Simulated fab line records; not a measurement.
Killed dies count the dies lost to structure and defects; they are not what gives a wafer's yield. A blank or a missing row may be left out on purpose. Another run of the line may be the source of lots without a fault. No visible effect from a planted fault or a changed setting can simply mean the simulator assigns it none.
What tool caused it?	flow nand-harc	13 lots, 39 wafers sampled, at 5 steps of a route of 1302

== WHAT THE GAUGES READ, wafer by wafer ==
NHARC_P_M1_INSPECT_11. Usual: raw-defect-count at 4.7, with a standard deviation of 2.8.
lot	measured	on	raw-defect-count	flag
L484	day 7 23:13	defect-inspect-01	10 6 7	
L483	day 7 23:58	defect-inspect-02	3 4 4	
L488	day 9 18:04	defect-inspect-02	3 5 5	
L489	day 10 08:30	defect-inspect-02	7 5 14	
L492	day 11 00:26	defect-inspect-02	2 5 6	
L491	day 11 01:22	defect-inspect-01	3 7 3	
L493	day 11 10:23	defect-inspect-01	6 6 0	
L498	day 13 18:25	defect-inspect-02	5 7 0	
L499	day 14 00:59	defect-inspect-02	1 2 2	
L500	day 14 21:48	defect-inspect-01	4 1 1	
L501	day 14 22:10	defect-inspect-01	7 7 6	
L502	day 15 10:45	defect-inspect-01	7 2 10	
L503	day 15 16:15	defect-inspect-02	4 4 3	

NHARC_END_SORT_01. Usual: defect-limited-yield is 91 % with standard deviation 3.1, killed-at-array is 59 with standard deviation 21, killed-at-other is 1.0 with standard deviation 1.1, killed-at-periphery is 4.0 with standard deviation 2.6, killed-dies is 64 with standard deviation 21, killed-open is 3.2 with standard deviation 1.7, and killed-short is 2.5 with standard deviation 1.5.
lot	measured	on	defect-limited-yield (%)	killed-at-array	killed-at-other	killed-at-periphery	killed-dies	killed-open	killed-short	flag
L483	day 27 07:04	prober-02	84 86 85	104 89 96	0 0 0	3 6 3	107 95 99	1 4 7	3 5 1	
L488	day 28 05:12	prober-01	89 91 90	66 51 60	2 5 3	4 3 3	72 59 66	2 4 3	2 3 2	
L491	day 29 01:24	prober-01	95 94 94	33 35 38	1 1 0	3 3 2	37 39 40	4 4 4	3 1 2	
L500	day 33 06:11	prober-02	94 92 93	39 46 47	0 4 1	5 3 2	44 53 50	4 4 3	1 1 1	
L501	day 33 06:11	prober-01	90 91 90	61 59 62	1 0 1	8 4 5	70 63 68	3 3 6	5 2 1	
L502	day 33 14:00	prober-02	91 92 91	51 47 51	0 0 0	8 4 10	59 51 61	3 3 5	6 1 1	
L503	day 33 14:02	prober-01	92 91 92	47 56 50	1 1 0	4 3 1	52 60 51	3 1 3	3 3 1	

== WHICH TOOL RAN EACH LOT (tool, then ch and the chambers of the sampled wafers, then the start) ==
lot	NHARC_P_M0_ETCH_34	NHARC_P_M0_PRE_CLEAN_29	NHARC_P_M1_SOFTBAKE_04
L484	rie-diel-03 ch 1,2,3, day 7 19:14	pvd-sputter-02, day 7 22:00 or earlier	litho-track-01 ch 0, day 7 22:00
L483	rie-diel-03 ch 1,2,3, day 7 19:56	pvd-sputter-03, day 7 23:00 or earlier	litho-track-04 ch 0, day 7 23:00
L488	rie-diel-09 ch 1,2, day 9 14:08	pvd-sputter-03, day 9 17:00 or earlier	litho-track-06 ch 0, day 9 17:00
L489	rie-diel-09 ch 1,2,3, day 10 04:36	pvd-sputter-03, day 10 07:00 or earlier	litho-track-06 ch 0, day 10 07:00
L492	rie-diel-03 ch 0,1, day 10 20:32	pvd-sputter-01, day 10 23:00 or earlier	litho-track-06 ch 0, day 10 23:00
L491	rie-diel-03 ch 2,3, day 10 21:27	pvd-sputter-02, day 11 00:00 or earlier	litho-track-06 ch 0, day 11 00:00
L493	rie-diel-03 ch 0,2,3, day 11 06:31	pvd-sputter-02, day 11 09:00 or earlier	litho-track-04 ch 0, day 11 09:00
L498	rie-diel-09 ch 1,2,3, day 13 14:33	pvd-sputter-02, day 13 17:00 or earlier	litho-track-04 ch 0, day 13 17:00
L499	rie-diel-02 ch 1,2,3, day 13 21:04	pvd-sputter-03, day 14 00:00 or earlier	litho-track-06 ch 0, day 14 00:00
L500	rie-diel-09 ch 2,3, day 14 17:41	pvd-sputter-02, day 14 21:00 or earlier	litho-track-06 ch 0, day 14 21:00
L501	rie-diel-09 ch 2,3, day 14 17:44	pvd-sputter-01, day 14 21:00 or earlier	litho-track-06 ch 0, day 14 21:00
L502	rie-diel-09 ch 0,2,3, day 15 05:30	pvd-sputter-03, day 15 10:00 or earlier	litho-track-01 ch 0, day 15 10:00
L503	rie-diel-03 ch 0,1,3, day 15 12:29	pvd-sputter-02, day 15 15:00 or earlier	litho-track-06 ch 0, day 15 15:00
- NHARC_P_M0_ETCH_34: etches the open film in N2/H2, target depth 40 nm, overetch 12 nm, time 43.94 s.
- NHARC_P_M0_PRE_CLEAN_29: time 30 s.
- NHARC_P_M1_SOFTBAKE_04: time 55 s.

== WHAT THE TOOLS THEMSELVES READ (means of the sampled wafers that have a number; where no wafer has one, the mark that the record gives instead) ==
NHARC_P_M0_ETCH_34. Usual: drypump-motor-current-A 5.5 A, standard deviation 0.44; oes-product-au 0.999 a.u., standard deviation 0.012; rf-vpp-V 430.7 V, standard deviation 2.9; showerhead-plenum-p-Torr 2.04 Torr, standard deviation 0.1; throttle-valve-pct 14.172 %, standard deviation 0.0088.
lot	tool	drypump-motor-current-A (A)	oes-product-au (a.u.)	rf-vpp-V (V)	showerhead-plenum-p-Torr (Torr)	throttle-valve-pct (%)	flag
L484	rie-diel-03	5.3	1.009	431.3	2.05	14.169	
L483	rie-diel-03	5.3	0.994	430.8	2.05	14.171	
L488	rie-diel-09	5.5	1.016	432.7	2.12	14.180	
L489	rie-diel-09	5.9	1.007	433.2	2.13	14.166	
L492	rie-diel-03	5.3	0.988	430.4	2.02	14.174	
L491	rie-diel-03	5.4	1.003	432.3	2.08	14.170	
L493	rie-diel-03	5.5	0.988	429.6	1.99	14.163	
L498	rie-diel-09	5.9	1.008	433.1	2.12	14.175	
L499	rie-diel-02	5.6	1.005	428.3	1.96	14.171	
L500	rie-diel-09	6.2	1.003	432.4	2.11	14.177	
L501	rie-diel-09	5.9	1.010	432.3	2.10	14.173	
L502	rie-diel-09	5.8	1.001	432.2	2.09	14.173	
L503	rie-diel-03	5.4	0.988	430.8	2.05	14.164	

NHARC_P_M0_PRE_CLEAN_29. Usual: heater-power-w at 393 W, with a standard deviation of 28.
lot	tool	heater-power-w (W)	flag
L484	pvd-sputter-02	355	
L483	pvd-sputter-03	413	
L488	pvd-sputter-03	399	
L489	pvd-sputter-03	397	
L492	pvd-sputter-01	420	
L491	pvd-sputter-02	385	
L493	pvd-sputter-02	363	
L498	pvd-sputter-02	388	
L499	pvd-sputter-03	406	
L500	pvd-sputter-02	399	
L501	pvd-sputter-01	423	
L502	pvd-sputter-03	388	
L503	pvd-sputter-02	386	

NHARC_P_M1_SOFTBAKE_04. Usual: heater-power-total-W 188.46 W, standard deviation 0.14; resist-line-temp-C 22.99 C, standard deviation 0.095.
lot	tool	heater-power-total-W (W)	resist-line-temp-C (C)	flag
L484	litho-track-01	188.48	22.99	
L483	litho-track-04	188.47	22.95	
L488	litho-track-06	188.46	23.02	
L489	litho-track-06	188.35	23.07	
L492	litho-track-06	191.86	22.99	OFF
L491	litho-track-06	191.83	22.95	OFF
L493	litho-track-04	188.46	23.09	
L498	litho-track-04	188.48	22.89	
L499	litho-track-06	188.38	23.15	
L500	litho-track-06	188.48	22.99	
L501	litho-track-06	188.43	22.96	
L502	litho-track-01	188.42	22.91	
L503	litho-track-06	188.34	23.01	

== THE ANSWER, worked out from the rows above alone ==
Rule: lot off if the mean of its wafers having a number is beyond 3 standard deviations from the usual mean. A lot without any number at a reading at which 4 lots or more have one is off too. Any other lot the step has rows for is counted as sound. The gauges are gone through in route order, then the tools' own readings, and for those a lot's mean is taken as printed above. The first step at which some lot is off is used, and at that step the reading that is off furthest; a lot without a number counts as furthest.
Off: L492, L491, at NHARC_P_M1_SOFTBAKE_04 (heater-power-total-W).
If a tool, at that step or one of the process steps before it, ran each lot that is off and ran no sound lot following the first of them, it fits. With no start given for some of its lots, NHARC_P_M0_PRE_CLEAN_29 uses the hours and lot order of NHARC_P_M1_SOFTBAKE_04. No candidate that was tried fits.

== WHAT HAD BEEN PUT IN BY THE SIMULATOR ==
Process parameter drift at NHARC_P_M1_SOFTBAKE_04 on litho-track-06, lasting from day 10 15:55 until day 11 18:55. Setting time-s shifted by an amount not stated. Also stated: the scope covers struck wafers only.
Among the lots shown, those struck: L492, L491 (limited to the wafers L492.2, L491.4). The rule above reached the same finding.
